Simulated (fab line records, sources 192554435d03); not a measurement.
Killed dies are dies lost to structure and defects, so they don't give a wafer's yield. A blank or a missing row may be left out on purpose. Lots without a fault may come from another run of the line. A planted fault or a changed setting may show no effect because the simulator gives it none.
fab line records | flow n5_finfet
record lots=3 wafers=9 last_day=16
route steps=1938 shown BEOL_M9@1437 BEOL_M10@1470 PASSIVATION@1936
lots that met no fault: from a run of the same line without faults
start_h: hours from the record's first day to the start of the lot's first wafer shown | wait_h: hours since the lot's step before | " the same as in the row above | L1.1+2: a row that stands for several wafers | - no value, or no start given | * or withheld: withheld | < > ~ a bound
route shown NAME@n: a module of which the file shows steps, and the number in the route of the first | usual: mean/standard deviation of fault-free wafers | same: alike in all rows | chamber/n: place in a boat | sites: the reading at each site | _std_site: their standard deviation | _edge_site: outer sites' mean less inner sites' | radius_mm: how far each site lies from the wafer's centre | mask NAME#n: copy n | behind: the tool/chamber that last shaped the wafer | hold: why the lot was held/for how many hours/how that ended | device: the transistor (n, p or np) that didn't switch | end of line: the same wafers' tests at the end of the route | a step without rows: its recipe alone | killed: dies lost to structure and defects at the first sort, not the wafer's yield | map: a wafer's dies, x killed, . not, _ none there
set.NAME: the setting as run; set.NAME@STEP: as run at that earlier step | model.NAME: the simulator's own value behind a step, which no gauge read
lots at some steps of the route; a table a step, a row a wafer
services: from which hour (start_h, from the record's first day; less than 0 if before it) a tool's chamber was out of use, for how many hours, and why
## steps
# step N5_BEOL_M9_DESCUM_33
# recipe chemistry=O2 time_s=7 source_power_w=50 bias_power_w=20 pressure_mtorr=20 rf_frequency_hz=2.712e+07 temp_c=40 resist=CAR-EUV o2_flow_sccm=225
# step N5_BEOL_M9_ETCH_76
# recipe chemistry=N2/H2 target=underlayer target_depth_a=65 mask_material=CAR-EUV time_s=5.2 ion_energy_ev=200 pressure_mtorr=30 source_w=840 bias_w=150 n2_flow_sccm=200 h2_flow_sccm=200 ends=cleared
# step N5_BEOL_M9_ETCH_65
# recipe chemistry=CF4 target=SiARC target_depth_a=156 mask_material=CAR-EUV time_s=26 ion_energy_ev=80 pressure_mtorr=40 source_w=545 bias_w=36 Ar_flow_sccm=100 cf4_flow_sccm=100 ends=cleared
# step N5_BEOL_M9_ETCH_66
# recipe chemistry=N2/H2 target=SOC target_depth_a=800 overetch_a=160 mask_material=SiARC temp_c=40 time_s=120 ion_energy_ev=200 pressure_mtorr=30 source_w=840 bias_w=150 n2_flow_sccm=200 h2_flow_sccm=200
# step N5_BEOL_M9_STRIP_69
# recipe chemistry=N2/H2 temp_c=40 n2_flow_sccm=200 h2_flow_sccm=200 rf_frequency_hz=6e+07
# step N5_BEOL_M9_STRIP_77
# recipe chemistry=N2/H2 temp_c=40 n2_flow_sccm=200 h2_flow_sccm=200 rf_frequency_hz=6e+07
# step N5_BEOL_M9_VIA_ETCH_34
# recipe chemistry=C4F6/O2 target=SiCOH_lowk target_depth_a=1824 mask_material=SOC taper_deg=4 time_s=68.4 ion_energy_ev=250 pressure_mtorr=30 source_w=345 bias_w=185 Ar_flow_sccm=300 C4F6_flow_sccm=10 O2_flow_sccm=10
# step N5_BEOL_M9_STRIP_73
# recipe chemistry=C4F6/O2 resist=SiARC rf_frequency_hz=6e+07
# step N5_BEOL_M9_STRIP_36
# recipe chemistry=N2/H2 power_w=450 temp_c=40 pressure_mtorr=20 rf_frequency_hz=6e+07 overash_fraction=0.3 bias_power_w=7 h2_frac=0.5 n2_flow_sccm=200 h2_flow_sccm=200
# step N5_BEOL_M9_TRENCH_ETCH_37
# recipe chemistry=C4F6/O2 target_depth_a=1514.3 target=SiCOH_lowk time_s=49 ion_energy_ev=250 pressure_mtorr=30 source_w=345 bias_w=185 Ar_flow_sccm=300 C4F6_flow_sccm=10 O2_flow_sccm=10
# step N5_BEOL_M9_ETCH_41
# recipe chemistry=CH3F/O2 target=SiCN target_depth_a=366 taper_deg=2 time_s=70.1 ion_energy_ev=120 mask_material=TiN pressure_mtorr=30 source_w=395 bias_w=75 Ar_flow_sccm=150 CH3F_flow_sccm=30 O2_flow_sccm=20
# usual O2_flow_sccm=20.01/0.058 drypump_motor_current_A=5.5/0.52 oes_product_au=0.78/0.081 rf_vpp_V=297.5/1.5 showerhead_plenum_p_Torr=2.01/0.061 throttle_valve_pct=16.33/0.22
# columns lot.wafer tool chamber start_h wait_h O2_flow_sccm drypump_motor_current_A oes_product_au rf_hours_counter_h rf_vpp_V showerhead_plenum_p_Torr throttle_valve_pct
L199.3 rie_diel-06 3 260.81 - 19.97 6.8 0.85 65 297.6 2.04 16.16
L199.5 " 2 " " 20.07 5.7 0.72 - 295.1 1.91 16.70
L199.6 " 1 " " 19.91 5.3 0.84 - 299.1 2.02 16.36
L201.2 rie_diel-05 1 284.21 - 19.95 5.6 0.89 25 299.8 2.13 16.34
L201.5 " 3 " " 19.96 5.4 0.72 - 298.1 2.07 16.38
L201.6 " 0 " " 20.03 5.3 0.73 - 296.2 2.00 16.24
L208.2 rie_diel-05 0 316.14 - 20.03 5.3 0.72 202 297.7 1.99 16.25
L208.3 " 3 " " 20.03 5.4 0.70 213 297.4 2.07 16.39
L208.5 " 1 " " 19.99 5.6 0.87 - 299.8 2.12 16.36
# step N5_BEOL_M9_STRIP_80
# recipe chemistry=N2/H2 time_s=10 power_w=450 temp_c=40 pressure_mtorr=20 rf_frequency_hz=6e+07 bias_power_w=7 n2_flow_sccm=200 h2_flow_sccm=200
# step N5_BEOL_M9_HM_STRIP_39
# recipe chemistry=peroxide_tin_strip material=TiN target_depth_a=250 temp_c=50 time_s=158
# step N5_BEOL_M9_SRD_40
# recipe time_s=30 temp_c=23 rinse_liquid=diw dry=ipa_marangoni
# step N5_BEOL_M9_PRECLEAN_42
# recipe chemistry=residue_remover time_s=60 temp_c=40
# step N5_BEOL_M9_SRD_43
# recipe time_s=30 temp_c=23 rinse_liquid=diw dry=ipa_marangoni
# step N5_BEOL_M9_CURE_72
# recipe temp_c=370 time_s=120 ambient=DMADMS/He material=SiCOH_lowk
# step N5_BEOL_M9_DEGAS_44
# recipe ambient=vacuum temp_c=250 time_s=60
# step N5_BEOL_M9_PRE_CLEAN_45
# recipe gas=H2/He time_s=30 temp_c=250
# step N5_BEOL_M9_ALD_74
# recipe material=TaN target_thk_a=20 temp_c=275 ald_precursor_family=PDMAT ald_co_reactant=NH3 pressure_torr=3 carrier_flow_sccm=1500 pulse_time_s=2 purge_time_s=3 co_reactant_purge_time_s=2 co_reactant_pulse_time_s=3 ald_cycles=40 precursor_vessel_temp_c=75 precursor_vessel_pressure_torr=26.25 precursor_vessel_carrier_sccm=1000
# step N5_BEOL_M9_SURFACE_TREAT_79
# recipe gas=Ar time_s=* ion_energy_ev=* ion_current_ma_cm2=0.5 pressure_mtorr=* ar_flow_sccm=30
# step N5_BEOL_M9_CVD_78
# recipe material=Co target_thk_a=20 temp_c=withheld precursor=CCTBA/H2 pressure_torr=30 time_s=138.9
# step N5_BEOL_M9_SPUTTER_48
# recipe material=Cu target_thk_a=120 temp_c=-20 bias_v=60 power_w=26000 chamber_pressure_pa=0.13 time_s=2
# step N5_BEOL_M9_ECD_50
# recipe material=Cu target_thk_a=3180
# step N5_BEOL_M9_ANNEAL_51
# recipe temp_c=225 time_s=90 ambient=N2
# step N5_BEOL_M9_CMP_52
# recipe stop_on=SiCOH_lowk t_overpolish_s=7 down_force_psi=1 platen_rpm=50 clearing_platen_down_force_psi=1.5 clearing_platen_rpm=50 post_cmp_clean=cu_alkaline target_thk_nm=140 clearing_platen_pad_velocity_m_s=0.99484 pad_velocity_m_s=0.99484
# step N5_BEOL_M9_PRE_CLEAN_55
# recipe gas=NH3 time_s=15 temp_c=withheld rf_power_w=300
# step N5_BEOL_M9_DEP_56
# recipe material=SiCN target_thk_a=150 temp_c=withheld precursor=3MS/NH3 pressure_torr=3 rf_w=202 time_s=26.5
# step N5_BEOL_M10_ILD_DEP_00
# recipe material=SiCOH_lowk target_thk_a=3085.1 temp_c=300 precursor=DEMS/porogen pressure_torr=5 rf_w=500 time_s=58
# step N5_BEOL_M10_CURE_71
# recipe temp_c=385 time_s=240 ambient=He/Ar material=SiCOH_lowk
# step N5_BEOL_M10_PECVD_70
# recipe material=SiO2 target_thk_a=200 temp_c=400 precursor=TEOS/O2 pressure_torr=5.5 rf_w=450 teos_flow_sccm=53.8 gas=O2 flow_sccm=3000 time_s=22.7
# step N5_BEOL_M10_HM_DEP_02
# recipe material=TiN target_thk_a=200 temp_c=25 chamber_pressure_pa=0.49996
# step N5_BEOL_M10_COAT_59
# recipe resist=SOC temp_c=250 time_s=60 spin_rpm=1500 resist_thk_nm=100
# step N5_BEOL_M10_COAT_60
# recipe resist=SiARC temp_c=220 time_s=60 spin_rpm=1500 resist_thk_nm=30
# step N5_PASSIVATION_PROBE_49
# usual defect_limited_yield=91.1/1.4 killed_at_M0_to_M3=35/8.7 killed_at_M4_up=14/5.3 killed_at_contacts=12/6.2 killed_at_front_end=41/12 killed_at_other=3.4/2.6 killed_dies=105/16 killed_open=67/13 killed_short=36/7.3 sort_bin_5_function=5.2/0.96 sort_bin_6_memory=3.3/0.6 sort_n_pass=1075/16 sort_yield_pct=91.1/1.4
# same gross_dies=1180 killed_at_back_side=0 sort_bin_4_leakage[%]=0 sort_bin_8_speed[%]=0
# columns lot.wafer tool chamber start_h wait_h defect_limited_yield[%] killed_at_M0_to_M3 killed_at_M4_up killed_at_contacts killed_at_front_end killed_at_other killed_dies killed_open killed_short sort_bin_5_function[%] sort_bin_6_memory[%] sort_n_pass sort_yield_pct[%]
L208.2 prober-02 - 386.13 0.1 80.9 26 147 13 35 4 225 55 29 13.1 3.8 955 80.9
L208.3 prober-02 - 386.18 0.1 92.8 24 9 13 38 1 85 47 35 4.2 2.9 1095 92.8
L208.5 prober-02 - 386.28 0.2 94.3 20 5 4 36 2 67 38 29 2.9 2.5 1113 94.3
# killed by level:class
L208.2 BEOL_M9:unspecified=140 FIN_SAQP:geometric_particle:short=9 MOL_CONTACT_COAG:geometric_particle:open=8 FIN_SAQP:geometric_particle:open=7 STI_FIN_REVEAL:geometric_particle:open=6 BEOL_M0_SAQP:geometric_particle:open=6 BEOL_M1:geometric_particle:open=6 MOL_CONTACT_COAG:geometric_particle:short=5
L208.3 MOL_CONTACT_COAG:geometric_particle:open=10 GATE_CUT:geometric_particle:short=8 FIN_SAQP:geometric_particle:short=6 BEOL_M1:geometric_particle:open=6 STARTING-WAFER:geometric_particle:open=6 BEOL_M0_SAQP:geometric_particle:open=5 BEOL_M0_SAQP:geometric_particle:short=4 STI_FIN_REVEAL:geometric_particle:open=3
L208.5 FIN_SAQP:geometric_particle:short=9 FIN_SAQP:geometric_particle:open=8 BEOL_M0_SAQP:geometric_particle:open=6 STARTING-WAFER:geometric_particle:short=5 MOL_CONTACT_COAG:geometric_particle:open=4 BEOL_M0_SAQP:geometric_particle:short=4 ILD0:geometric_particle:open=3 GATE_CUT:geometric_particle:short=3
# map L208.2 (x killed, . not)
_________________............________________
______________..............x..._____________
___________.x......................__________
__________.x....x..................._________
________..................xx.....x...._______
_______.................x.............x______
______x.........x...............xx......_____
_____...x.........x.x............x.......____
____.....x.....xx...............xx........___
___.x..................................x...__
___..x............................x........__
__.......x..................x.....x........._
__x........x...............x.....xx........._
_.xxxx.x.x.x.x......x............x.x......x..
_....xx.xxx.x.............x..................
_.xxxxxxxxxx..x...........x................x.
_.x.xxxxxxxxxxxx....x.......x................
_xxxxxxxxxxxxxxx.......x..x.......x..........
_.xxxxxxxxxxxxx................x..........x..
_.xxxxxxxxxxxxxx.....x....x.xx...x...x.......
_.xxxxxxxxxxxxxx..................x..........
__.xxxxxxxxxx.xx.....................x......_
__.xxxxxxxxxxx.xx..........................._
___xxxxxxxxxxxx............xx..............__
___xx..xxxx.x.x............................__
____.x..xxx.xx.........x..........x....x..___
_____......xx..........x.................____
______x.........x.....................xx_____
_______......x....x................xx..______
________..........................x..._______
__________.........x.........x......_________
___________.x..x.........x......x..__________
______________......x..........._____________
_________________............________________
# map L201.2 (x killed, . not)
_________________......x.....________________
______________........x........._____________
___________.......xx.......x..x..xx__________
__________x..x......................_________
________.x...........x..........x....._______
_______....xx...................x..x...______
______..x......x..x.x..................._____
_____............x.........x.............____
____................x............xx.xx.x.x___
___...x.......x...........x.........x......__
___.....x.............x.........x.........x__
__.x..x.............x.x..........x.x....x..._
__..........xx..........x..x.....x.........._
_.xx.x...x..x.............x.......x..........
_............x...x.....x......x.......x..x...
_...................x.............x.....x....
_....x.....x.........x...x....xx......x......
_...x........................................
_.........................................x..
_.......x...x.............................x..
_..............x..........x................x.
__.....xx.x.x....................x.........._
__............x............x..............x._
___.......xx..........xx..x...........x.x..__
___............x..x....xx..x........x......__
____..........x.................x.........___
_____....x.x..........................x..____
______..xx.x..x...........x............._____
_______....x..x........................______
________......x..............x.......x_______
__________....x.....x.x........x.x.._________
___________.x.x...........x....x...__________
______________...xx.x..........._____________
_________________......xx.x..________________
## services
# columns tool chamber start_h hours kind
rie_diel-05 3 240.96 8.6 repair
rie_diel-05 2 283.44 5.7 repair
rie_diel-06 - 307.82 0.2 repair
## key
first_sign step=N5_PASSIVATION_PROBE_49 reading=killed_at_M4_up direction=up sigmas=25 usual=14 struck=147
effect step=N5_PASSIVATION_PROBE_49 reading=killed_dies direction=up sigmas=7.4 usual=105 struck=225
more_kills_born_at N5_BEOL_M9_ETCH_41@rie_diel-05=140
met_at N5_BEOL_M9_ETCH_41
struck_wafers L208.2
onset_between 284.21 316.14
fault kind=chamber_particle_source tool=rie_diel-05 chamber=0 onset_h=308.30 steps=N5_BEOL_M9_ETCH_41 rate_per_visit_cm2=1.1658 end_h=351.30
